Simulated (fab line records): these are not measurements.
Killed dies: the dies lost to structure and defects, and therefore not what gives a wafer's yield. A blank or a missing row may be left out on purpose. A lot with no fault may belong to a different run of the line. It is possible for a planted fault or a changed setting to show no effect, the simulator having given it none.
Which of the tools did it? || flow n5_finfet || 24 wafers from 8 lots sampled at 5 of the route's 1938 steps

## WHAT THE GAUGES READ, wafer by wafer
N5_BEOL_M4_RC_MEAS_101. Usual: DIBL_N 36.3 mV/V, standard deviation 1.4; DIBL_P 35.7 mV/V, standard deviation 1.5; IOFF_N 0.155 nA/um, standard deviation 0.022; IOFF_P 0.204 nA/um, standard deviation 0.027; ION_N 671 uA/um, standard deviation 9; ION_P 459 uA/um, standard deviation 6.2; SS_N 71.5 mV/dec, standard deviation 0.54; SS_P 73.1 mV/dec, standard deviation 0.56; VT_N 250.2 mV, standard deviation 2.6; VT_P -251 mV, standard deviation 3.3.
{"lot": "L790", "measured": "day 9 20:37", "on": "prober-01", "DIBL_N (mV/V)": "35.3 36.1 36.7", "DIBL_P (mV/V)": "35.5 35.9 35.6", "IOFF_N (nA/um)": "0.133 0.149 0.151", "IOFF_P (nA/um)": "0.177 0.185 0.174", "ION_N (uA/um)": "677 661 668", "ION_P (uA/um)": "462 451 447", "SS_N (mV/dec)": "70.9 71.3 71.6", "SS_P (mV/dec)": "72.4 73.4 72.5", "VT_N (mV)": "253.2 251.9 252.9", "VT_P (mV)": "-255 -255 -258", "flag": ""}
{"lot": "L793", "measured": "day 10 22:15", "on": "prober-01", "DIBL_N (mV/V)": "37.1 36.2 36.8", "DIBL_P (mV/V)": "37.5 36.3 37.2", "IOFF_N (nA/um)": "0.163 0.154 0.159", "IOFF_P (nA/um)": "0.199 0.191 0.209", "ION_N (uA/um)": "676 679 664", "ION_P (uA/um)": "461 459 455", "SS_N (mV/dec)": "72.0 71.6 71.5", "SS_P (mV/dec)": "73.3 73.1 73.6", "VT_N (mV)": "248.6 250.6 250.3", "VT_P (mV)": "-251 -253 -253", "flag": ""}
{"lot": "L796", "measured": "day 11 07:46", "on": "prober-01", "DIBL_N (mV/V)": "35.8 36.0 36.3", "DIBL_P (mV/V)": "33.7 34.3 33.9", "IOFF_N (nA/um)": "0.151 0.158 0.159", "IOFF_P (nA/um)": "0.171 0.180 0.179", "ION_N (uA/um)": "668 682 673", "ION_P (uA/um)": "451 462 457", "SS_N (mV/dec)": "72.0 70.8 71.1", "SS_P (mV/dec)": "73.8 73.5 74.0", "VT_N (mV)": "252.2 250.4 250.6", "VT_P (mV)": "-260 -255 -255", "flag": ""}
{"lot": "L797", "measured": "day 11 13:34", "on": "prober-01", "DIBL_N (mV/V)": "36.8 36.0 35.6", "DIBL_P (mV/V)": "34.0 33.6 33.8", "IOFF_N (nA/um)": "0.151 0.138 0.136", "IOFF_P (nA/um)": "0.169 0.161 0.166", "ION_N (uA/um)": "666 667 671", "ION_P (uA/um)": "454 451 457", "SS_N (mV/dec)": "71.4 71.5 71.4", "SS_P (mV/dec)": "72.9 72.5 73.1", "VT_N (mV)": "248.8 253.7 252.2", "VT_P (mV)": "-257 -254 -256", "flag": ""}
{"lot": "L798", "measured": "day 11 15:41", "on": "prober-02", "DIBL_N (mV/V)": "38.7 38.6 37.4", "DIBL_P (mV/V)": "36.4 36.9 35.5", "IOFF_N (nA/um)": "0.170 0.167 0.143", "IOFF_P (nA/um)": "0.212 0.211 0.199", "ION_N (uA/um)": "677 673 668", "ION_P (uA/um)": "462 457 456", "SS_N (mV/dec)": "72.5 72.1 72.0", "SS_P (mV/dec)": "73.1 74.2 73.8", "VT_N (mV)": "246.9 247.0 252.2", "VT_P (mV)": "-247 -252 -251", "flag": ""}
{"lot": "L799", "measured": "day 11 22:47", "on": "prober-01", "DIBL_N (mV/V)": "34.9 36.1 35.9", "DIBL_P (mV/V)": "35.8 37.2 37.0", "IOFF_N (nA/um)": "0.145 0.155 0.153", "IOFF_P (nA/um)": "0.190 0.208 0.198", "ION_N (uA/um)": "661 665 667", "ION_P (uA/um)": "450 454 455", "SS_N (mV/dec)": "70.1 71.3 72.1", "SS_P (mV/dec)": "73.0 73.4 73.4", "VT_N (mV)": "249.7 249.4 251.5", "VT_P (mV)": "-254 -252 -255", "flag": ""}
{"lot": "L804", "measured": "day 13 06:14", "on": "prober-02", "DIBL_N (mV/V)": "37.1 36.2 37.1", "DIBL_P (mV/V)": "36.6 35.7 37.5", "IOFF_N (nA/um)": "0.183 0.157 0.176", "IOFF_P (nA/um)": "0.232 0.210 0.248", "ION_N (uA/um)": "679 667 677", "ION_P (uA/um)": "465 458 468", "SS_N (mV/dec)": "71.5 71.2 71.0", "SS_P (mV/dec)": "72.9 72.2 73.3", "VT_N (mV)": "246.5 250.3 246.7", "VT_P (mV)": "-248 -249 -245", "flag": ""}
{"lot": "L805", "measured": "day 13 14:47", "on": "prober-01", "DIBL_N (mV/V)": "33.6 36.1 33.8", "DIBL_P (mV/V)": "33.7 36.6 33.5", "IOFF_N (nA/um)": "0.105 0.139 0.106", "IOFF_P (nA/um)": "0.161 0.207 0.159", "ION_N (uA/um)": "653 663 644", "ION_P (uA/um)": "456 461 452", "SS_N (mV/dec)": "71.3 71.6 70.9", "SS_P (mV/dec)": "72.2 73.2 72.9", "VT_N (mV)": "254.8 251.6 255.0", "VT_P (mV)": "-251 -251 -254", "flag": ""}

## WHAT TOOL EACH LOT RAN ON (gives the tool, then ch and the chambers of the sampled wafers, and finally the start)
{"lot": "L790", "N5_MOL_CONTACT_COAG_STRIP_98": "rie_diel-05 ch 0,1,2, day 6 13:40", "N5_MOL_CONTACT_COAG_ETCH_89": "rie_diel-01 ch 0,1,3, day 7 02:31", "N5_MOL_CONTACT_COAG_ETCH_90": "rie_diel-01 ch 0,1,3, day 7 02:32", "N5_MOL_CONTACT_COAG_ETCH_47": "rie_diel-01 ch 0,2, day 7 03:03"}
{"lot": "L793", "N5_MOL_CONTACT_COAG_STRIP_98": "rie_diel-01 ch 2,3, day 7 12:14", "N5_MOL_CONTACT_COAG_ETCH_89": "rie_diel-01 ch 2,3, day 7 22:01", "N5_MOL_CONTACT_COAG_ETCH_90": "rie_diel-01 ch 2,3, day 7 22:02", "N5_MOL_CONTACT_COAG_ETCH_47": "rie_diel-01 ch 2,3, day 7 22:44"}
{"lot": "L796", "N5_MOL_CONTACT_COAG_STRIP_98": "rie_diel-05 ch 1,3, day 8 05:24", "N5_MOL_CONTACT_COAG_ETCH_89": "rie_diel-01 ch 2,3, day 8 16:29", "N5_MOL_CONTACT_COAG_ETCH_90": "rie_diel-01 ch 2,3, day 8 16:30", "N5_MOL_CONTACT_COAG_ETCH_47": "rie_diel-01 ch 0,1,2, day 8 18:11"}
{"lot": "L797", "N5_MOL_CONTACT_COAG_STRIP_98": "rie_diel-05 ch 1,2,3, day 8 07:33", "N5_MOL_CONTACT_COAG_ETCH_89": "rie_diel-05 ch 2,3, day 8 19:56", "N5_MOL_CONTACT_COAG_ETCH_90": "rie_diel-05 ch 2,3, day 8 19:58", "N5_MOL_CONTACT_COAG_ETCH_47": "rie_diel-05 ch 0,1,2, day 8 21:53"}
{"lot": "L798", "N5_MOL_CONTACT_COAG_STRIP_98": "rie_diel-01 ch 2,3, day 8 13:01", "N5_MOL_CONTACT_COAG_ETCH_89": "rie_diel-05 ch 0,2,3, day 9 00:34", "N5_MOL_CONTACT_COAG_ETCH_90": "rie_diel-05 ch 0,2,3, day 9 00:35", "N5_MOL_CONTACT_COAG_ETCH_47": "rie_diel-01 ch 0,1,3, day 9 01:25"}
{"lot": "L799", "N5_MOL_CONTACT_COAG_STRIP_98": "rie_diel-03 ch 0,1,3, day 8 18:17", "N5_MOL_CONTACT_COAG_ETCH_89": "rie_diel-05 ch 1,3, day 9 03:23", "N5_MOL_CONTACT_COAG_ETCH_90": "rie_diel-05 ch 1,3, day 9 03:24", "N5_MOL_CONTACT_COAG_ETCH_47": "rie_diel-01 ch 0,2,3, day 9 03:55"}
{"lot": "L804", "N5_MOL_CONTACT_COAG_STRIP_98": "rie_diel-03 ch 0,2, day 10 01:27", "N5_MOL_CONTACT_COAG_ETCH_89": "rie_diel-03 ch 0,1,3, day 10 11:03", "N5_MOL_CONTACT_COAG_ETCH_90": "rie_diel-03 ch 0,1,3, day 10 11:04", "N5_MOL_CONTACT_COAG_ETCH_47": "rie_diel-05 ch 0,3, day 10 11:38"}
{"lot": "L805", "N5_MOL_CONTACT_COAG_STRIP_98": "rie_diel-01 ch 0,1,3, day 10 07:38", "N5_MOL_CONTACT_COAG_ETCH_89": "rie_diel-05 ch 0,1,3, day 10 20:13", "N5_MOL_CONTACT_COAG_ETCH_90": "rie_diel-05 ch 0,1,3, day 10 20:14", "N5_MOL_CONTACT_COAG_ETCH_47": "rie_diel-03 ch 0,3, day 10 20:46"}
- N5_MOL_CONTACT_COAG_STRIP_98: strips in N2/H2.
- N5_MOL_CONTACT_COAG_ETCH_89: etches underlayer in N2/H2, target depth 13 nm, time 10.4 s.
- N5_MOL_CONTACT_COAG_ETCH_90: etches SiARC in CF4, target depth 13 nm, time 21.7 s.
- N5_MOL_CONTACT_COAG_ETCH_47: etches SiNx in CH3F/O2, stops on W, target depth 27 nm.

## AS READ BY THE TOOLS THEMSELVES (means over the sampled wafers that have a number; for cases with no such wafer, the mark the record gives instead)
N5_MOL_CONTACT_COAG_STRIP_98. Usual: drypump_motor_current_A 5.8 A, standard deviation 0.49; oes_product_au 0.75 a.u., standard deviation 0.066; rf_vpp_V 54.3 V, standard deviation 1.5; showerhead_plenum_p_Torr 3.39 Torr, standard deviation 0.1; throttle_valve_pct 18.9 %, standard deviation 0.34.
{"lot": "L790", "tool": "rie_diel-05", "drypump_motor_current_A (A)": 5.9, "oes_product_au (a.u.)": 0.72, "rf_vpp_V (V)": 54.6, "showerhead_plenum_p_Torr (Torr)": 3.38, "throttle_valve_pct (%)": 19.1, "flag": ""}
{"lot": "L793", "tool": "rie_diel-01", "drypump_motor_current_A (A)": 5.3, "oes_product_au (a.u.)": 0.83, "rf_vpp_V (V)": 54.8, "showerhead_plenum_p_Torr (Torr)": 3.55, "throttle_valve_pct (%)": 18.9, "flag": ""}
{"lot": "L796", "tool": "rie_diel-05", "drypump_motor_current_A (A)": 5.9, "oes_product_au (a.u.)": 0.70, "rf_vpp_V (V)": 53.8, "showerhead_plenum_p_Torr (Torr)": 3.32, "throttle_valve_pct (%)": 19.1, "flag": ""}
{"lot": "L797", "tool": "rie_diel-05", "drypump_motor_current_A (A)": 6.0, "oes_product_au (a.u.)": 0.71, "rf_vpp_V (V)": 55.7, "showerhead_plenum_p_Torr (Torr)": 3.33, "throttle_valve_pct (%)": 19.1, "flag": ""}
{"lot": "L798", "tool": "rie_diel-01", "drypump_motor_current_A (A)": 5.2, "oes_product_au (a.u.)": 0.80, "rf_vpp_V (V)": 54.2, "showerhead_plenum_p_Torr (Torr)": 3.55, "throttle_valve_pct (%)": 18.9, "flag": ""}
{"lot": "L799", "tool": "rie_diel-03", "drypump_motor_current_A (A)": 6.1, "oes_product_au (a.u.)": 0.83, "rf_vpp_V (V)": 53.7, "showerhead_plenum_p_Torr (Torr)": 3.34, "throttle_valve_pct (%)": 18.4, "flag": ""}
{"lot": "L804", "tool": "rie_diel-03", "drypump_motor_current_A (A)": 6.4, "oes_product_au (a.u.)": 0.81, "rf_vpp_V (V)": 54.4, "showerhead_plenum_p_Torr (Torr)": 3.33, "throttle_valve_pct (%)": 18.8, "flag": ""}
{"lot": "L805", "tool": "rie_diel-01", "drypump_motor_current_A (A)": 5.6, "oes_product_au (a.u.)": 0.81, "rf_vpp_V (V)": 52.9, "showerhead_plenum_p_Torr (Torr)": 3.39, "throttle_valve_pct (%)": 18.6, "flag": ""}

N5_MOL_CONTACT_COAG_ETCH_89. Usual: bias_w is 149.9 W with standard deviation 0.45, drypump_motor_current_A is 5.8 A with standard deviation 0.49, etch_rf_on_time_s is 10.57 s with standard deviation 0.18, oes_product_au is 0.65 a.u. with standard deviation 0.073, rf_vpp_V is 524.6 V with standard deviation 2.7, showerhead_plenum_p_Torr is 2.57 Torr with standard deviation 0.092, and throttle_valve_pct is 17.78 % with standard deviation 0.24.
{"lot": "L790", "tool": "rie_diel-01", "bias_w (W)": 149.4, "drypump_motor_current_A (A)": 5.6, "etch_rf_on_time_s (s)": 10.62, "oes_product_au (a.u.)": 0.64, "rf_vpp_V (V)": 525.4, "showerhead_plenum_p_Torr (Torr)": 2.58, "throttle_valve_pct (%)": 17.67, "flag": ""}
{"lot": "L793", "tool": "rie_diel-01", "bias_w (W)": 150.2, "drypump_motor_current_A (A)": 5.3, "etch_rf_on_time_s (s)": 10.49, "oes_product_au (a.u.)": 0.70, "rf_vpp_V (V)": 528.1, "showerhead_plenum_p_Torr (Torr)": 2.69, "throttle_valve_pct (%)": 17.63, "flag": ""}
{"lot": "L796", "tool": "rie_diel-01", "bias_w (W)": 149.8, "drypump_motor_current_A (A)": 5.2, "etch_rf_on_time_s (s)": 10.51, "oes_product_au (a.u.)": 0.69, "rf_vpp_V (V)": 527.6, "showerhead_plenum_p_Torr (Torr)": 2.69, "throttle_valve_pct (%)": 17.65, "flag": ""}
{"lot": "L797", "tool": "rie_diel-05", "bias_w (W)": 149.9, "drypump_motor_current_A (A)": 6.0, "etch_rf_on_time_s (s)": 10.61, "oes_product_au (a.u.)": 0.60, "rf_vpp_V (V)": 523.2, "showerhead_plenum_p_Torr (Torr)": 2.53, "throttle_valve_pct (%)": 18.04, "flag": ""}
{"lot": "L798", "tool": "rie_diel-05", "bias_w (W)": 149.9, "drypump_motor_current_A (A)": 5.6, "etch_rf_on_time_s (s)": 10.65, "oes_product_au (a.u.)": 0.60, "rf_vpp_V (V)": 523.6, "showerhead_plenum_p_Torr (Torr)": 2.56, "throttle_valve_pct (%)": 18.03, "flag": ""}
{"lot": "L799", "tool": "rie_diel-05", "bias_w (W)": 150.1, "drypump_motor_current_A (A)": 5.9, "etch_rf_on_time_s (s)": 10.52, "oes_product_au (a.u.)": 0.60, "rf_vpp_V (V)": 523.1, "showerhead_plenum_p_Torr (Torr)": 2.51, "throttle_valve_pct (%)": 18.05, "flag": ""}
{"lot": "L804", "tool": "rie_diel-03", "bias_w (W)": 150.1, "drypump_motor_current_A (A)": 6.1, "etch_rf_on_time_s (s)": 10.28, "oes_product_au (a.u.)": 0.70, "rf_vpp_V (V)": 523.6, "showerhead_plenum_p_Torr (Torr)": 2.52, "throttle_valve_pct (%)": 17.57, "flag": ""}
{"lot": "L805", "tool": "rie_diel-05", "bias_w (W)": 149.8, "drypump_motor_current_A (A)": 5.6, "etch_rf_on_time_s (s)": 10.64, "oes_product_au (a.u.)": 0.66, "rf_vpp_V (V)": 523.5, "showerhead_plenum_p_Torr (Torr)": 2.54, "throttle_valve_pct (%)": 17.91, "flag": ""}

N5_MOL_CONTACT_COAG_ETCH_90. Usual: bias_w is 36.00 W with standard deviation 0.11, drypump_motor_current_A is 5.8 A with standard deviation 0.49, etch_rf_on_time_s is 21.9 s with standard deviation 0.34, oes_product_au is 0.66 a.u. with standard deviation 0.072, rf_vpp_V is 184.3 V with standard deviation 1.2, showerhead_plenum_p_Torr is 2.16 Torr with standard deviation 0.072, and throttle_valve_pct is 15.56 % with standard deviation 0.23.
{"lot": "L790", "tool": "rie_diel-01", "bias_w (W)": 36.00, "drypump_motor_current_A (A)": 5.6, "etch_rf_on_time_s (s)": 22.1, "oes_product_au (a.u.)": 0.63, "rf_vpp_V (V)": 184.8, "showerhead_plenum_p_Torr (Torr)": 2.17, "throttle_valve_pct (%)": 15.44, "flag": ""}
{"lot": "L793", "tool": "rie_diel-01", "bias_w (W)": 36.01, "drypump_motor_current_A (A)": 5.3, "etch_rf_on_time_s (s)": 21.4, "oes_product_au (a.u.)": 0.71, "rf_vpp_V (V)": 184.9, "showerhead_plenum_p_Torr (Torr)": 2.26, "throttle_valve_pct (%)": 15.33, "flag": ""}
{"lot": "L796", "tool": "rie_diel-01", "bias_w (W)": 36.00, "drypump_motor_current_A (A)": 5.2, "etch_rf_on_time_s (s)": 21.8, "oes_product_au (a.u.)": 0.69, "rf_vpp_V (V)": 185.8, "showerhead_plenum_p_Torr (Torr)": 2.25, "throttle_valve_pct (%)": 15.32, "flag": ""}
{"lot": "L797", "tool": "rie_diel-05", "bias_w (W)": 35.92, "drypump_motor_current_A (A)": 6.0, "etch_rf_on_time_s (s)": 22.1, "oes_product_au (a.u.)": 0.60, "rf_vpp_V (V)": 183.7, "showerhead_plenum_p_Torr (Torr)": 2.13, "throttle_valve_pct (%)": 15.80, "flag": ""}
{"lot": "L798", "tool": "rie_diel-05", "bias_w (W)": 36.12, "drypump_motor_current_A (A)": 5.6, "etch_rf_on_time_s (s)": 22.0, "oes_product_au (a.u.)": 0.61, "rf_vpp_V (V)": 183.5, "showerhead_plenum_p_Torr (Torr)": 2.15, "throttle_valve_pct (%)": 15.79, "flag": ""}
{"lot": "L799", "tool": "rie_diel-05", "bias_w (W)": 35.84, "drypump_motor_current_A (A)": 5.9, "etch_rf_on_time_s (s)": 21.9, "oes_product_au (a.u.)": 0.60, "rf_vpp_V (V)": 183.5, "showerhead_plenum_p_Torr (Torr)": 2.12, "throttle_valve_pct (%)": 15.80, "flag": ""}
{"lot": "L804", "tool": "rie_diel-03", "bias_w (W)": 35.99, "drypump_motor_current_A (A)": 6.1, "etch_rf_on_time_s (s)": 21.4, "oes_product_au (a.u.)": 0.70, "rf_vpp_V (V)": 184.9, "showerhead_plenum_p_Torr (Torr)": 2.14, "throttle_valve_pct (%)": 15.45, "flag": ""}
{"lot": "L805", "tool": "rie_diel-05", "bias_w (W)": 36.03, "drypump_motor_current_A (A)": 5.6, "etch_rf_on_time_s (s)": 22.0, "oes_product_au (a.u.)": 0.67, "rf_vpp_V (V)": 183.8, "showerhead_plenum_p_Torr (Torr)": 2.14, "throttle_valve_pct (%)": 15.64, "flag": ""}

N5_MOL_CONTACT_COAG_ETCH_47. Usual: bias_w is 72.99 W with standard deviation 0.22, drypump_motor_current_A is 5.8 A with standard deviation 0.49, etch_rf_on_time_s is 31.4 s with standard deviation 0.44, oes_product_au is 0.70 a.u. with standard deviation 0.071, rf_vpp_V is 296.0 V with standard deviation 2.8, showerhead_plenum_p_Torr is 2.02 Torr with standard deviation 0.076, and throttle_valve_pct is 16.25 % with standard deviation 0.23.
{"lot": "L790", "tool": "rie_diel-01", "bias_w (W)": 72.97, "drypump_motor_current_A (A)": 5.4, "etch_rf_on_time_s (s)": 31.5, "oes_product_au (a.u.)": 0.70, "rf_vpp_V (V)": 300.6, "showerhead_plenum_p_Torr (Torr)": 2.10, "throttle_valve_pct (%)": 16.10, "flag": ""}
{"lot": "L793", "tool": "rie_diel-01", "bias_w (W)": 73.03, "drypump_motor_current_A (A)": 5.2, "etch_rf_on_time_s (s)": 31.4, "oes_product_au (a.u.)": 0.73, "rf_vpp_V (V)": 298.3, "showerhead_plenum_p_Torr (Torr)": 2.11, "throttle_valve_pct (%)": 16.03, "flag": ""}
{"lot": "L796", "tool": "rie_diel-01", "bias_w (W)": 72.90, "drypump_motor_current_A (A)": 5.7, "etch_rf_on_time_s (s)": 37.6, "oes_product_au (a.u.)": 0.68, "rf_vpp_V (V)": 297.7, "showerhead_plenum_p_Torr (Torr)": 2.03, "throttle_valve_pct (%)": 16.02, "flag": "OFF"}
{"lot": "L797", "tool": "rie_diel-05", "bias_w (W)": 73.12, "drypump_motor_current_A (A)": 5.9, "etch_rf_on_time_s (s)": 31.8, "oes_product_au (a.u.)": 0.63, "rf_vpp_V (V)": 294.5, "showerhead_plenum_p_Torr (Torr)": 2.00, "throttle_valve_pct (%)": 16.47, "flag": ""}
{"lot": "L798", "tool": "rie_diel-01", "bias_w (W)": 72.82, "drypump_motor_current_A (A)": 5.6, "etch_rf_on_time_s (s)": 37.6, "oes_product_au (a.u.)": 0.67, "rf_vpp_V (V)": 297.6, "showerhead_plenum_p_Torr (Torr)": 2.02, "throttle_valve_pct (%)": 16.01, "flag": "OFF"}
{"lot": "L799", "tool": "rie_diel-01", "bias_w (W)": 73.06, "drypump_motor_current_A (A)": 5.3, "etch_rf_on_time_s (s)": 37.3, "oes_product_au (a.u.)": 0.70, "rf_vpp_V (V)": 299.3, "showerhead_plenum_p_Torr (Torr)": 2.09, "throttle_valve_pct (%)": 15.95, "flag": "OFF"}
{"lot": "L804", "tool": "rie_diel-05", "bias_w (W)": 72.83, "drypump_motor_current_A (A)": 5.3, "etch_rf_on_time_s (s)": 31.9, "oes_product_au (a.u.)": 0.62, "rf_vpp_V (V)": 295.8, "showerhead_plenum_p_Torr (Torr)": 2.03, "throttle_valve_pct (%)": 16.52, "flag": ""}
{"lot": "L805", "tool": "rie_diel-03", "bias_w (W)": 72.82, "drypump_motor_current_A (A)": 6.3, "etch_rf_on_time_s (s)": 31.2, "oes_product_au (a.u.)": 0.74, "rf_vpp_V (V)": 292.3, "showerhead_plenum_p_Torr (Torr)": 1.94, "throttle_valve_pct (%)": 16.24, "flag": ""}

## THE ANSWER, worked out from the rows above alone
Rule: take the mean of a lot's wafers that have a number; if it is more than 3 standard deviations from the usual mean, the lot is off. Also off: a lot with no number at a reading for which 4 or more lots have one. The other lots that the step has rows for count as sound. The gauges are gone through in route order, then the tools' own readings, and for those a lot's mean is taken as printed above. At the first step where some lot is off, the reading lying furthest off is the one used; lots without a number count as furthest.
Off: L796, L798, L799 (N5_MOL_CONTACT_COAG_ETCH_47, etch_rf_on_time_s).
If a tool, at that step or one of the process steps before it, ran each lot that is off and ran no sound lot following the first of them, it fits. One fits: rie_diel-01 at N5_MOL_CONTACT_COAG_ETCH_47. A fault onset in the window from L793 (day 7 22:44, its last sound lot) to L796 (day 8 18:11, its first lot off) fits.
The tool's own readings at N5_MOL_CONTACT_COAG_ETCH_47 bear it out: on the lots that are off they differ by more than 5 times the standard deviation of the sound lots' means. etch_rf_on_time_s reads 37.5 s there against 31.6 s on the sound lots.

## WHAT HAD BEEN PUT IN BY THE SIMULATOR
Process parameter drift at N5_MOL_CONTACT_COAG_ETCH_47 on rie_diel-01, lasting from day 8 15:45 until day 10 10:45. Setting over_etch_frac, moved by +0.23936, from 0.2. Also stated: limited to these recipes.
Struck lots among those shown: L796, L798, L799. The rule above reached the same finding.
